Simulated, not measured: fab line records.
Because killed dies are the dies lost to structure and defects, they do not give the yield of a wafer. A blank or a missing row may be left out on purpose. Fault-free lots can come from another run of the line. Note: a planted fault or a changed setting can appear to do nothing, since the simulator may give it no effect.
Chamber matching :: flow nand-harc :: 4 sister chambers for NHARC_A_STAIRCASE_STRIP_476 on rie-diel-12
The step strips in O2, time 20 s. 4 wafers are shown with their chamber, then 11 later ones without.

EACH WAFER AND ITS CHAMBER
wafer: L085.1
chamber: 0
showerhead-plenum-p-Torr (Torr): 3.55

wafer: L086.1
chamber: 3
showerhead-plenum-p-Torr (Torr): 3.53

wafer: L086.6
chamber: 1
showerhead-plenum-p-Torr (Torr): 3.34

wafer: L088.1
chamber: 2
showerhead-plenum-p-Torr (Torr): 3.75

WAFERS WITHOUT THEIR CHAMBER
wafer: L088.2
showerhead-plenum-p-Torr (Torr): 3.55

wafer: L088.4
showerhead-plenum-p-Torr (Torr): 3.53

wafer: L090.3
showerhead-plenum-p-Torr (Torr): 3.54

wafer: L090.5
showerhead-plenum-p-Torr (Torr): 3.52

wafer: L090.6
showerhead-plenum-p-Torr (Torr): 3.75

wafer: L093.1
showerhead-plenum-p-Torr (Torr): 3.54

wafer: L093.4
showerhead-plenum-p-Torr (Torr): 3.52

wafer: L093.5
showerhead-plenum-p-Torr (Torr): 3.54

wafer: L096.1
showerhead-plenum-p-Torr (Torr): 3.52

wafer: L096.4
showerhead-plenum-p-Torr (Torr): 3.33

wafer: L096.5
showerhead-plenum-p-Torr (Torr): 3.32

WHICH CHAMBER EACH WENT THROUGH
wafer: L088.2
from the rows above: 0
in truth: 0

wafer: L088.4
from the rows above: 3
in truth: 3

wafer: L090.3
from the rows above: can't be placed: 0 or 3
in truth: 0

wafer: L090.5
from the rows above: 3
in truth: 3

wafer: L090.6
from the rows above: 2
in truth: 2

wafer: L093.1
from the rows above: can't be placed: 0 or 3
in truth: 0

wafer: L093.4
from the rows above: 3
in truth: 3

wafer: L093.5
from the rows above: can't be placed: 0 or 3
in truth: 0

wafer: L096.1
from the rows above: 3
in truth: 3

wafer: L096.4
from the rows above: 1
in truth: 1

wafer: L096.5
from the rows above: 1
in truth: 1
8 of 11 placed correctly. Can't be placed from these rows: 3 (the true chamber is among the candidates in 3). Placed wrongly: 0.
How it was worked out, from the rows above alone: a wafer's distance from a chamber is the root of the sum, over the readings, of the square of ((its reading less the chamber's mean) divided by the reading's scatter). The wafer belongs to the nearest chamber; if the next one is less than 2 further off, it can't be placed. Each chamber's mean is taken over the wafers shown for it. The scatter: root of mean squared gap, hidden wafer to nearest shown wafer, with one shown wafer a chamber.
